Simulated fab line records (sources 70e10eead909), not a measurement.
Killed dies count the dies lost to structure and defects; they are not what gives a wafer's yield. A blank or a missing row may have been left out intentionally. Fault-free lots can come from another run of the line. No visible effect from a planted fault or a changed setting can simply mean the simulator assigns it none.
8D (eight disciplines) problem report, filled in by code / flow nandHarc / the parts of the form that need people (team, actions taken, sign-off) are left out

## 1. THE ISSUE
At NHARC_P_M2_CD_MEAS_09, cdNm averages 177.1 nm over 6 wafers from 2 lots, while fault-free wafers read 170.0 nm, standard deviation 0.44. That puts it +16 standard deviations away from the usual mean.
The step: target cd 170 nm.
Seen first at day 13 13:16 on cdSem-02, wafer L993.1. The record holds 36 wafers of 12 lots with a number at this step. By rule, "out" or "out of limits" means more than 4 standard deviations away from the usual mean. The other wafers with a number count as sound.

## 2. WHAT IT IS, AND WHAT IT ISN'T
question=which readings at this step | is=cdNm | is not=-
question=which lots | is=L993, L995 | is not=L976, L979, L981, L983, L984, L986, L987, L992, L998, L999
question=which wafers of those lots | is=all that have a number | is not=-
question=read on which gauges | is=cdSem-02, cdSem-03 | is not=cdSem-01
question=when | is=from day 13 13:16 | is not=up to then (24 sound wafers); but 6 sound wafers of L998, L999 came after

## 3. WHAT RULES OUT EACH SUSPECT
Counting: a tool stays on the suspect list if, at a process step up to the reading, it processed all lots that are out and no sound lot following the first of them.
- the gauge at NHARC_P_M2_CD_MEAS_09 has been ruled out. 2 gauges (cdSem-02, cdSem-03) read the wafers that are out.
- pecvd-02 at NHARC_P_M1_PRE_CLEAN_32 (time 12 s): ruled out as a lasting fault. Following L993 (day 13 11:56), the first lot on it that is out, the sound lots L999 were run on it.
- lithoTrack-06 at NHARC_P_M2_PEB_07 (peb time 65 s): kept. All lots that are out passed through it, beginning with L993 at day 13 13:11, and no sound lot followed; its final sound lot before that point was L992 at day 13 04:30. On those wafers its own readings are out: heaterPowerTotalW, plateTempC.
Remaining after the count: lithoTrack-06 at NHARC_P_M2_PEB_07.

## 4. THE CAUSE (what the simulator had put in)
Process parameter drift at NHARC_P_M2_PEB_07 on lithoTrack-06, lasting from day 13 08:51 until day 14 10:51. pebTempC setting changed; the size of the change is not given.
After counting, this tool was the only one left.

## 5. THE EFFECT CHAIN, in route order
One row per reading whose mean, taken over the struck wafers that have a number, lies over 3 standard deviations from the usual. Readings are gone through only where the record gives a usual standard deviation; hours: the median, over the lots, of the time from a lot's start at the first step in this table giving one to that lot's start at this step; sigmas: the change measured in usual standard deviations.
hours=0; step=NHARC_P_M2_PEB_07; reading=heaterPowerTotalW; usual=156.6 W; on struck wafers=161.2; change=+4.6; sigmas=+11
hours=0; step=NHARC_P_M2_PEB_07; reading=plateTempC; usual=99.99 C; on struck wafers=102.05; change=+2.06; sigmas=+16
hours=0; step=NHARC_P_M2_CD_MEAS_09; reading=cdNm; usual=170.0 nm; on struck wafers=177.1; change=+7.1; sigmas=+16
It contains these process steps:
- NHARC_P_M2_PEB_07: peb time 65 s.
At these later measuring or inspecting steps, every struck wafer for which the step has a row has a number for every such reading, and none has moved that far: NHARC_END_SORT_01.

## 6. HOW IT WOULD HAVE BEEN CAUGHT EARLIER
4 hours passed between the start of the fault at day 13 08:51 and the first reading out of limits at a measuring or inspecting step in this record, taken at day 13 13:16.
At NHARC_P_M2_PEB_07, the tool's own readings (heaterPowerTotalW, plateTempC) were out on each struck wafer the step has a row for, so an alarm limit on them would have fired on the first such wafer.
Of the lots that are out (2), L995 began NHARC_P_M2_PEB_07 on lithoTrack-06 after day 13 13:16. Putting the tool on hold at that point would have spared it.
